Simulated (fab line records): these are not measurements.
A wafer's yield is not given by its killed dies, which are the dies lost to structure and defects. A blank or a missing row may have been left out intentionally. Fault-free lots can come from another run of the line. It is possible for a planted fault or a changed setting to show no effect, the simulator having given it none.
fab line records ; flow n5_finfet
record: lots: 4; wafers: 12; last_day: 18
route steps=1938 shown BEOL_M4@1099 BEOL_M5@1112 BEOL_M10@1526 PASSIVATION@1936
lots that met no fault: taken from a fault-free run of the same line
start_h: hours from the record's first day to the start of the lot's first wafer shown ; wait_h: hours elapsed since this lot's preceding step ; " as in the row above ; L1.1+2: one row covering several wafers at once ; - no value, or no start was given ; * or withheld: withheld ; < > ~ a bound
route shown NAME@n: names a module that has steps shown in the file, with the first one's number in the route ; usual: mean/standard deviation of fault-free wafers ; same: alike in all rows ; chamber/n: place in a boat ; sites: readings site by site ; _std_site: standard deviation of those values ; _edge_site: the outer-site mean with the inner-site mean subtracted ; radius_mm: for every site, how far away it sits from the centre of the wafer ; mask NAME#n: copy n ; behind: the last tool/chamber to shape the wafer ; hold: the reason the lot was held/the length of the hold in hours/how it ended ; device: which transistor (n, p or np) failed to switch ; end of line: the same wafers' tests at the end of the route ; a step without rows: its recipe alone ; killed: dies that structure and defects cost at the first sort, which is not the same as the wafer's yield ; map: dies across one wafer; x = killed, . = not, _ = none there
set.NAME: the setting as run; set.NAME@STEP: as run at that earlier step ; model.NAME: the simulator's own value behind a step, which no gauge read
a table for each step, a row for each wafer; lots at some steps of the route
services: the hour from which a tool's chamber was out of use, counted from the record's first day as start_h (under 0 if before that day), plus the number of hours and why
== steps ==
step: N5_BEOL_M4_ANNEAL_95
recipe: temp_c: 400; time_s: 240; ambient: vacuum
step: N5_BEOL_M4_SPUTTER_96
recipe: material: Cu; target_thk_a: 45; temp_c: -20; chamber_pressure_pa: 0.07; power_w: withheld; time_s: 8.29
step: N5_BEOL_M4_ECD_50
recipe: material: Cu; target_thk_a: 3000
step: N5_BEOL_M4_ANNEAL_51
recipe: temp_c: 225; time_s: 90; ambient: N2
step: N5_BEOL_M4_CMP_52
recipe: stop_on: SiOC; t_overpolish_s: 6.8; down_force_psi: 1; platen_rpm: 50; clearing_platen_down_force_psi: 1.5; clearing_platen_rpm: 50; post_cmp_clean: cu_alkaline; target_thk_nm: 40; clearing_platen_pad_velocity_m_s: 0.99484; pad_velocity_m_s: 0.99484
step: N5_BEOL_M4_PRE_CLEAN_60
recipe: gas: NH3/H2; time_s: 15; temp_c: *; rf_power_w: 300
step: N5_BEOL_M4_CO_CAP_55
recipe: material: Co; target_thk_a: 20; temp_c: 200; precursor: CCTBA/H2; pressure_torr: 30; time_s: 102.1
step: N5_BEOL_M4_PRE_CLEAN_56
recipe: gas: NH3; time_s: 15; temp_c: withheld; rf_power_w: 300
step: N5_BEOL_M4_DEP_57
recipe: material: SiCN; target_thk_a: 80; temp_c: withheld; precursor: 3MS/NH3; pressure_torr: 3; rf_w: 202; time_s: 14
step: N5_BEOL_M4_RC_MEAS_101
usual: DIBL_N: 35.9/1.2; DIBL_P: 35.9/1.4; IOFF_N: 0.149/0.02; IOFF_P: 0.205/0.022; ION_N: 671/8.8; ION_P: 461/5.9; SS_N: 71.4/0.51; SS_P: 73.2/0.56; VT_N: 250.6/2.5; VT_P: -250.1/2.3
lot.wafer;tool;chamber;start_h;wait_h;DIBL_N[mV/V];DIBL_P[mV/V];IOFF_N[nA/um];IOFF_P[nA/um];ION_N[uA/um];ION_P[uA/um];SS_N[mV/dec];SS_P[mV/dec];VT_N[mV];VT_P[mV]
L263.2;prober-02;0;208.64;0.2;35.4;35.9;0.145;0.233;670;473;71.6;72.5;248.9;-245.3
L263.3;prober-02;0;208.64;0.2;35.6;34.7;0.141;0.209;669;461;71.4;73.3;252.0;-247.5
L263.4;prober-02;0;208.64;0.2;35.5;35.9;0.148;0.235;670;467;71.2;73.2;247.8;-247.8
L275.1;prober-02;0;284.46;0.0;34.5;35.0;0.125;0.175;662;455;71.2;72.9;256.7;-250.0
L275.2;prober-02;0;284.46;0.0;35.3;36.2;0.139;0.190;663;458;71.7;72.8;252.8;-253.9
L275.5;prober-02;0;284.46;0.0;34.7;34.9;0.128;0.178;660;454;71.3;73.1;252.0;-252.1
L276.1;prober-02;0;289.71;0.0;34.6;36.9;0.157;0.241;675;469;71.3;73.3;247.0;-247.1
L276.2;prober-02;0;289.71;0.0;34.2;36.3;0.151;0.231;674;471;70.7;73.7;249.5;-248.0
L276.3;prober-02;0;289.71;0.0;33.3;35.0;0.136;0.206;667;458;71.2;72.8;251.2;-248.4
L284.1;prober-01;0;323.55;0.0;36.0;35.9;0.149;0.191;681;461;71.5;72.7;250.7;-251.3
L284.3;prober-01;0;323.55;0.0;33.8;33.3;0.113;0.160;656;451;71.0;72.1;252.8;-254.4
L284.5;prober-01;0;323.55;0.0;35.4;35.5;0.137;0.192;665;457;71.2;72.9;251.9;-251.6
step: N5_BEOL_M5_ILD_DEP_00
recipe: material: SiCOH_lowk; target_thk_a: 1406.4; temp_c: 300; precursor: DEMS/porogen; pressure_torr: 5; rf_w: 500; time_s: 25.9
step: N5_BEOL_M5_CURE_79
recipe: temp_c: 385; time_s: 240; ambient: He/Ar; material: SiCOH_lowk
step: N5_BEOL_M5_PECVD_70
recipe: material: SiO2; target_thk_a: 160; temp_c: 400; precursor: TEOS/O2; pressure_torr: 5.5; rf_w: 450; teos_flow_sccm: 53.8; gas: O2; flow_sccm: 3000; time_s: 18
step: N5_BEOL_M5_HM_DEP_02
recipe: material: TiN; target_thk_a: 200; temp_c: 25; chamber_pressure_pa: 0.49996
step: N5_BEOL_M5_COAT_59
recipe: resist: SOC; temp_c: 250; time_s: 60; spin_rpm: 1500; resist_thk_nm: 60
step: N5_BEOL_M5_COAT_60
recipe: resist: SiARC; temp_c: 220; time_s: 60; spin_rpm: 1500; resist_thk_nm: 12
step: N5_BEOL_M5_COAT_71
recipe: resist: underlayer; temp_c: 205; time_s: 60; spin_rpm: 1500; resist_thk_nm: 5
step: N5_BEOL_M5_COAT_05
recipe: resist: CAR-EUV; spin_rpm: 1500; resist_thk_nm: 30
step: N5_BEOL_M5_EBR_07
recipe: solvent: PGMEA; ebr_width_mm: 1.5
step: N5_BEOL_M5_SOFTBAKE_06
recipe: temp_c: 110; time_s: 60; resist: CAR-EUV
step: N5_BEOL_M5_EXPOSE_08
recipe: mask_id: M5; na: 0.33; source_shape: annular; sigma_inner: 0.4; sigma_outer: 0.8; polarization: unpolarized; target_cd_nm: 28; dose_mj: 35.75
step: N5_BEOL_M5_PEB_09
recipe: peb_temp_c: 100; peb_time_s: 60; resist: CAR-EUV
step: N5_BEOL_M5_DEVELOP_10
recipe: develop_time_s: 30; developer: TMAH; resist: CAR-EUV; rinse_liquid: surfactant_rinse; dry: air_spin; dev_temp_c: 23
step: N5_BEOL_M5_DESCUM_16
recipe: chemistry: O2; time_s: 7; source_power_w: 50; bias_power_w: 20; pressure_mtorr: 20; rf_frequency_hz: 2.712e+07; temp_c: 40; resist: CAR-EUV; o2_flow_sccm: 225
step: N5_BEOL_M5_ETCH_72
recipe: chemistry: N2/H2; target: underlayer; target_depth_a: 65; mask_material: CAR-EUV; time_s: 5.2; ion_energy_ev: 200; pressure_mtorr: 30; source_w: 840; bias_w: 150; n2_flow_sccm: 200; h2_flow_sccm: 200; ends: cleared
step: N5_BEOL_M5_ETCH_61
recipe: chemistry: CF4; target: SiARC; target_depth_a: 156; mask_material: CAR-EUV; time_s: 26; ion_energy_ev: 80; pressure_mtorr: 40; source_w: 545; bias_w: 36; Ar_flow_sccm: 100; cf4_flow_sccm: 100; ends: cleared
step: N5_BEOL_M5_ETCH_62
recipe: chemistry: N2/H2; target: SOC; target_depth_a: 750; overetch_a: 150; mask_material: SiARC; temp_c: 40; time_s: 112.5; ion_energy_ev: 200; pressure_mtorr: 30; source_w: 840; bias_w: 150; n2_flow_sccm: 200; h2_flow_sccm: 200
step: N5_BEOL_M5_STRIP_63
recipe: chemistry: N2/H2; temp_c: 40; n2_flow_sccm: 200; h2_flow_sccm: 200; rf_frequency_hz: 6e+07
step: N5_BEOL_M5_STRIP_73
recipe: chemistry: N2/H2; temp_c: 40; n2_flow_sccm: 200; h2_flow_sccm: 200; rf_frequency_hz: 6e+07
step: N5_BEOL_M5_STRIP_64
recipe: chemistry: CF4; resist: SiARC; power_w: 300; bias_power_w: 75; pressure_mtorr: 50; cf4_flow_sccm: 150; rf_frequency_hz: 6e+07
step: N5_BEOL_M5_HM_OPEN_17
recipe: chemistry: Cl2/BCl3; target_depth_a: 200; overetch_a: 60; target: TiN; mask_material: SOC; ion_energy_ev: 150; pressure_mtorr: 10; icp_w: 1000; bias_w: 126; Cl2_flow_sccm: 53.25; bcl3_flow_sccm: 21.75; Ar_flow_sccm: 25
step: N5_BEOL_M5_STRIP_19
recipe: chemistry: O2; power_w: 400; temp_c: 40; pressure_mtorr: 30; rf_frequency_hz: 6e+07; bias_power_w: 0; overash_fraction: 0.2; o2_flow_sccm: 225
step: N5_BEOL_M5_COAT_65
recipe: resist: SOC; temp_c: 250; time_s: 60; spin_rpm: 1500; resist_thk_nm: 60
step: N5_BEOL_M5_COAT_66
recipe: resist: SiARC; temp_c: 220; time_s: 60; spin_rpm: 1500; resist_thk_nm: 12
step: N5_BEOL_M10_CVD_75
recipe: material: Co; target_thk_a: 20; temp_c: withheld; precursor: CCTBA/H2; pressure_torr: 30; time_s: 138.9
usual: chamber_pressure_Torr: 30.00/0.063; run_length_s: 161.6/0.51
lot.wafer;tool;chamber;start_h;wait_h;chamber_pressure_Torr;run_length_s
L263.2;cvd_co-02;2;264.34;0.0;29.99;160.9
L263.3;cvd_co-02;1;264.34;0.0;29.97;161.5
L263.4;cvd_co-02;2;264.34;0.0;29.97;160.6
L275.1;cvd_co-02;2;337.53;0.3;-;-
L275.2;cvd_co-02;0;337.53;0.3;-;-
L275.5;cvd_co-02;0;337.53;0.3;-;-
L276.1;cvd_co-01;2;346.47;0.1;-;-
L276.2;cvd_co-01;0;346.47;0.1;-;-
L276.3;cvd_co-01;0;346.47;0.1;-;-
L284.1;cvd_co-01;0;371.71;0.1;29.99;161.4
L284.3;cvd_co-01;1;371.71;0.1;29.97;160.8
L284.5;cvd_co-01;1;371.71;0.1;30.02;160.7
step: N5_BEOL_M10_CMP_52
recipe: stop_on: SiCOH_lowk; t_overpolish_s: 7; down_force_psi: 1; platen_rpm: 50; clearing_platen_down_force_psi: 1.5; clearing_platen_rpm: 50; post_cmp_clean: cu_alkaline; target_thk_nm: 140; clearing_platen_pad_velocity_m_s: 0.99484; pad_velocity_m_s: 0.99484
usual: barrier_field_endpoint_s: 29.0/0.66; head_pressure_psi: 1.0002/0.002; motor_current_A: 6.1/0.57; platen_rpm: 50.00/0.034; slurry_flow_ml_min: 150.1/0.49
lot.wafer;tool;chamber;start_h;wait_h;barrier_field_endpoint_s;head_pressure_psi;motor_current_A;platen_rpm;slurry_flow_ml_min
L263.3;cmp-01;0;265.11;0.2;28.4;0.9997;6.7;50.03;150.8
L263.4;cmp-01;1;265.11;0.2;28.9;1.0020;6.6;49.98;150.0
L263.2;cmp-01;3;265.11;0.2;28.5;1.0018;5.8;49.96;150.0
L275.2;cmp-02;0;339.73;0.2;27.2;0.9980;5.8;50.00;150.0
L275.1;cmp-02;3;339.73;0.2;26.9;1.0007;5.6;50.03;150.3
L275.5;cmp-02;0;339.73;0.2;26.3;0.9990;5.9;50.03;150.0
L276.2;cmp-03;1;347.54;0.2;26.5;1.0031;5.5;50.00;150.1
L276.1;cmp-03;3;347.54;0.2;26.0;1.0011;6.6;49.94;149.9
L276.3;cmp-03;0;347.54;0.2;27.0;1.0009;6.0;50.07;150.6
L284.3;cmp-02;3;373.04;0.4;29.1;1.0022;5.7;50.00;150.2
L284.1;cmp-02;0;373.04;0.4;28.8;0.9984;5.8;49.99;150.5
L284.5;cmp-02;2;373.04;0.4;29.8;1.0011;5.7;50.00;149.5
step: N5_PASSIVATION_PROBE_49
usual: defect_limited_yield: 91.1/1.4; killed_at_M0_to_M3: 34/10; killed_at_M4_up: 14/5.5; killed_at_contacts: 12/5.1; killed_at_front_end: 41/12; killed_at_other: 4/3.1; killed_dies: 105/17; killed_on_rim: 13/3.7; killed_open: 70/13; killed_short: 33/7.6; sort_bin_5_function: 5.3/0.98; sort_bin_6_memory: 3.3/0.67; sort_n_pass: 1075/17; sort_yield_pct: 91.1/1.4
same: gross_dies: 1180; killed_at_back_side: 0; sort_bin_4_leakage[%]: 0; sort_bin_8_speed[%]: 0
lot.wafer;tool;chamber;start_h;wait_h;defect_limited_yield[%];killed_at_M0_to_M3;killed_at_M4_up;killed_at_contacts;killed_at_front_end;killed_at_other;killed_dies;killed_on_rim;killed_open;killed_short;sort_bin_5_function[%];sort_bin_6_memory[%];sort_n_pass;sort_yield_pct[%]
L263.2;prober-02;-;317.81;0.1;91.3;38;7;11;46;1;103;12;69;32;5.2;3.1;1077;91.3
L263.3;prober-02;-;317.86;0.1;90.8;52;9;11;34;2;108;16;61;44;4.8;3.6;1072;90.8
L263.4;prober-02;-;317.91;0.2;92.3;25;14;10;38;4;91;13;56;34;5.2;2.4;1089;92.3
L275.1;prober-01;-;394.13;0.0;23.2;18;850;13;25;0;906;81;49;15;64.4;12.4;274;23.2
L275.2;prober-01;-;394.18;0.1;23.8;38;832;7;21;1;899;145;55;23;63.7;12.5;281;23.8
L275.5;prober-01;-;394.33;0.2;24.4;22;841;7;22;0;892;148;47;19;64.7;10.7;288;24.4
L276.1;prober-01;-;400.68;0.0;24.2;20;823;11;34;7;895;74;56;31;64.1;11.6;285;24.2
L276.2;prober-01;-;400.73;0.1;27.3;36;791;5;26;0;858;140;68;13;59.6;12.8;322;27.3
L276.3;prober-01;-;400.78;0.1;23.2;24;820;19;42;1;906;138;66;32;63.0;13.5;274;23.2
killed by level:class
L263.2 STI_FIN_REVEAL:geometric_particle:open=11 BEOL_M3:geometric_particle:open=9 MOL_CONTACT_COAG:geometric_particle:open=8 FIN_SAQP:geometric_particle:open=7 BEOL_M0_SAQP:geometric_particle:short=7 GATE_CUT:geometric_particle:open=6 DUMMY_GATE:geometric_particle:open=5 BEOL_M0_SAQP:geometric_particle:open=5
L263.3 BEOL_M2:geometric_particle:open=15 BEOL_M0_SAQP:geometric_particle:open=10 BEOL_M0_SAQP:geometric_particle:short=10 BEOL_M3:geometric_particle:open=7 MOL_CONTACT_COAG:geometric_particle:open=6 MOL_CONTACT_COAG:geometric_particle:short=5 DUMMY_GATE:geometric_particle:open=4 ILD0:geometric_particle:short=4
L263.4 STI_FIN_REVEAL:geometric_particle:open=13 MOL_CONTACT_COAG:geometric_particle:open=6 BEOL_M1:geometric_particle:open=6 BEOL_M2:geometric_particle:open=6 ILD0:geometric_particle:open=5 MOL_CONTACT_COAG:geometric_particle:short=4 PAD_METAL:geometric_particle:short=4 FIN_SAQP:geometric_particle:open=3
L275.1 BEOL_M10:area_cvd=492 BEOL_M10:interface_void_opened=349 MOL_CONTACT_COAG:geometric_particle:open=12 GATE_CUT:geometric_particle:open=8 STI_FIN_REVEAL:geometric_particle:open=6 BEOL_M0_SAQP:geometric_particle:short=5 STARTING-WAFER:geometric_particle:open=4 GATE_CUT:geometric_particle:short=3
L275.2 BEOL_M10:area_cvd=460 BEOL_M10:interface_void_opened=360 BEOL_M1:geometric_particle:open=10 MOL_CONTACT_COAG:geometric_particle:open=7 BEOL_M0_SAQP:geometric_particle:short=6 BEOL_M2:geometric_particle:open=6 BEOL_M0_SAQP:geometric_particle:open=5 BEOL_M4:geometric_particle:open=5
L275.5 BEOL_M10:area_cvd=483 BEOL_M10:interface_void_opened=342 BEOL_M4:geometric_particle:open=9 STI_FIN_REVEAL:geometric_particle:open=7 BEOL_M2:geometric_particle:open=6 FIN_SAQP:geometric_particle:open=5 MOL_CONTACT_COAG:geometric_particle:open=5 BEOL_M0_SAQP:geometric_particle:short=5
L276.1 BEOL_M10:area_cvd=471 BEOL_M10:interface_void_opened=335 MOL_CONTACT_COAG:geometric_particle:open=8 FIN_SAQP:geometric_particle:open=6 DUMMY_GATE:geometric_particle:open=5 BEOL_M0_SAQP:geometric_particle:open=5 PASS1_CAP:geometric_particle:open=4 GATE_CUT:geometric_particle:short=4
L276.2 BEOL_M10:area_cvd=448 BEOL_M10:interface_void_opened=328 BEOL_M2:geometric_particle:open=12 FIN_SAQP:geometric_particle:open=8 BEOL_M0_SAQP:geometric_particle:open=8 BEOL_M3:geometric_particle:open=7 STI_FIN_REVEAL:geometric_particle:open=4 MOL_CONTACT_COAG:geometric_particle:open=4
L276.3 BEOL_M10:area_cvd=456 BEOL_M10:interface_void_opened=350 MOL_CONTACT_COAG:geometric_particle:open=15 FIN_SAQP:geometric_particle:open=12 STI_FIN_REVEAL:geometric_particle:open=6 BEOL_M4:geometric_particle:open=6 FIN_SAQP:geometric_particle:short=5 GATE_CUT:geometric_particle:short=5
map L275.1 (x killed, . not)
_________________xxxx.x.xx..x________________
______________.......xx.xx.xxxx._____________
___________.x.xxx.x.x.xxxx.xx.x..xx__________
__________.xxxxx.x.x.xx.xxxxxx.xx..x_________
________...x.xxx.....xx...xxxxx..xxxx._______
_______.xxx.xx..xxxxxx.x.xxx.xxxxxx.xxx______
______xxxx.x....xx.xxxxxxxxxxxxx.x.xxxxx_____
_____..xxx.x.xxx..xxxxxxx.xxx.xxxxxxxxxx.____
____x.xx.xxxxxxxxxxxxxxxx.xxxxxxxxxxxxxxxx___
___.xxxxxx.xxxxxx.xxxxxxxxxxxxxxxxxxxxxx.x.__
___xx.xxxxxxxxxx.xxxxxxxxxxxxxxxxxxxxxxxx.x__
__...x..xxxxxxx.x.xxxxxxxxxxxxxxxxxxxxxxxxxx_
__...xxx.xxxxxxxxx.xxxxxxxxxxxxxx.xx.xxxxxxx_
_.x..x..xxxxxxxxxxxxxxxxxxxxxx.xxxxx.xxxxxx.x
_xxx....x...xxxxxxxxxxxxxxxx.xxxxxxxx.xxx.xx.
_.......x.xx.xxxxxxxxxxxxxxxxxxxxxxxxx.xxx.xx
_x.xx.x.xxxxxxxxxxxxxxxxxxxxxxxxxxxxxxx.x.xx.
_.xxx..xx.xxxxxxx.xxxxxxxxxxxxxxxxxxxxxxx..xx
_x.x...xxxxxx.xxxx.xxxxxxxxxxxxxxxxxxxxxxx.xx
_x.xxx..xxx.xxxxxxxxxxxxxxxxxxxxxxxxxxxxxxx.x
_.x.x.xxxxx.xxx.xxxxxxxxxxxxxxxxxxxxxxxx..xxx
__..xxxxx.xxxxxxxxxxxxxxxxxxxxxxxxx.xxxxx.x._
__x..xxx..xxxxxxxxxxxxxxxxxxxxx.xxxxxxxxxx.x_
___x..x.x..xxxxxxxxxxxxxxxxxxxxxxx..xxxxx.x__
___.xx.x..x.xxxxx.xxxxxxxxxxxxxxx.xxxxx..x.__
____....xx..x.x.xxxxxxxxxxxxxxxxxx..xxx..x___
_____x...x..x..xxxxxxxxxxxxxxxxxxxxx..x.x____
______..xx.....x.xxx...xxxxxxxx.xxxxx..x_____
_______.x.xxx...xxxxxxxxxxxxxxxxxxxxx.x______
________xx.xxxxxx.xxxxx.xxxxxxx.xx.xxx_______
__________..x..xxx.....xx.xx.xxxx..._________
___________.x.x.x.x.x.xxxxx.x.x.x.x__________
______________.x..xx.xx....x.xxx_____________
_________________xx.x..xx.x..________________
map L276.3 (x killed, . not)
_________________.x.x..x.xxxx________________
______________xxx.xxxxx.xxxxxx.x_____________
___________xx..xxxxxxxxxxxxxx.xxxxx__________
__________xxxxxxxxxxxxx.xx.xxx..xxxx_________
________xxxxxx..xxxxx.xx.xxxx..xxxxxxx_______
_______.xxxx.xxxxx.xxxxxxxx.xx.xxxxxxxx______
______xx.x.....x.x..xx...x.xxxxxxxxxxxxx_____
_____x..xx..xxxx..x...xx.xx.xxxxxxxx.xxxx____
____.xxx.xx...xxx..xxxx...x.x.xxxxxxxxxxxx___
___xxx.x.xxx.xxxxxxx.xxx....xxxxxx.xxxxxxxx__
___.x.x.x..xxxxx.x.x....xx...xxxxxxxx.xxxxx__
__xxxxxx..x..x.x..xx.xxx..x.x..x...xxxxxxxxx_
__xxxx..xxxxxx.x...xxxx.xxxxxxxx...xxxx.xxxx_
_.x...xxx...xxx...xx.x......xx...x.xxxxx.xxxx
_xx.xx.x..x...xx...x.....xx.xxx.xxxxxxxxxxxxx
_xxxxx.xxx.x.xx....xx.xx.xxx..xxx.x.xxxxxxxxx
_xxxxxxxx.xx.x..xx.x.x...x.xx..xxxx.xxxxxxxxx
_xxxxxxxxx.xx.x...x.xxxx....x...xxxxxxxxxxxxx
_xxx.xxx.xxxxxxxxxx.x..xx.xx.xxxxxxxxxxxxxxxx
_xxx.xxxxxxx....xxxxx.x..x.xx.xxxxxxxxxxxxxxx
_xxxxxxxxx..x..x..x.xx.....xxxx.xxxxxxxxxxxxx
__xxx.xxxx..x.x.x.x.xx.x....xxx.xxx.xxxxxxxx_
__xx.xx.xxxxxxx.xx.xxxxxxx.xxx.xxxxxxxxxxxxx_
___x.xxxxxx.xx.xx..x.x..xxxxx.x..xxxxxxxxxx__
___xx.xxx.xx..xx.xxxxxxxxxx..x.xxxxxxxxxxxx__
____xxxxxxxxx.xxxxxxxx.x.xxx.xxxxxxxxxxxxx___
_____xxxxxxx.x.xxxxxxxxxxxxxxx.xxxxxxxxxx____
______xxxxxxxxxxxxxxxxxxxxx..x.xxxxxxxxx_____
_______xxxxxxxxxxxxxx..xxxxxxxxxxxxxxxx______
________xxxxxxxx.xxxxxxxxxxxxxxxxxxxxx_______
__________xxxxxxxxxxxxxxxxxxxxxxxxxx_________
___________xxxxxxxxxxxxxxxxxxxxxxxx__________
______________xxxxxxxxxxxxxxxxxx_____________
_________________xxxxxxxxxxxx________________
== services ==
tool;chamber;start_h;hours;kind
cvd_co-01;-;242.98;0.6;repair
cmp-01;-;247.27;5.1;repair
cmp-03;-;279.02;0.5;repair
cvd_co-01;1;282.41;1.9;repair
cmp-03;-;306.25;2.1;repair
cmp-01;-;313.34;12.6;repair
cmp-01;-;330.49;0.3;repair
cvd_co-01;1;333.65;-;clean
cvd_co-01;1;333.65;22.0;scheduled_down
cvd_co-01;1;333.65;22.0;vent_cycle
cvd_co-01;-;336.36;8.9;repair
cmp-01;-;339.13;1.6;repair
cmp-03;-;342.02;4.0;pm
cmp-03;-;346.02;-;consumable_replace:conditioner
cmp-03;-;346.02;-;consumable_replace:pad
cvd_co-02;-;352.07;4.3;pm
== key ==
first_sign: step: N5_BEOL_M10_CVD_75; reading: tool_record; direction: missing
effect: step: N5_BEOL_M10_CMP_52; reading: barrier_field_endpoint_s; direction: down; sigmas: 3.5; usual: 29.0; struck: 26.6
effect: step: N5_PASSIVATION_PROBE_49; reading: killed_at_M4_up; direction: up; sigmas: 99+; usual: 14; struck: 826
more_kills_born_at: N5_BEOL_M10_CVD_75@cvd_co-02: 1435; N5_BEOL_M10_CVD_75@cvd_co-01: 1375
met_at N5_BEOL_M10_CVD_75
struck_wafers L275.1,L275.2,L275.5,L276.1,L276.2,L276.3
later_rows_left_out L275.1,L275.2,L275.5,L276.1,L276.2,L276.3
onset_between 264.34 337.53
fault: kind: skipped_step_whole; tool: cvd_co-01,cvd_co-02; chamber: -; onset_h: 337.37; steps: N5_BEOL_M10_CVD_75; scope: struck_lots_only
later_rows_left_out: the simulator's readings of these wafers behind a module that went badly wrong aren't trusted and aren't shown, but for the sort
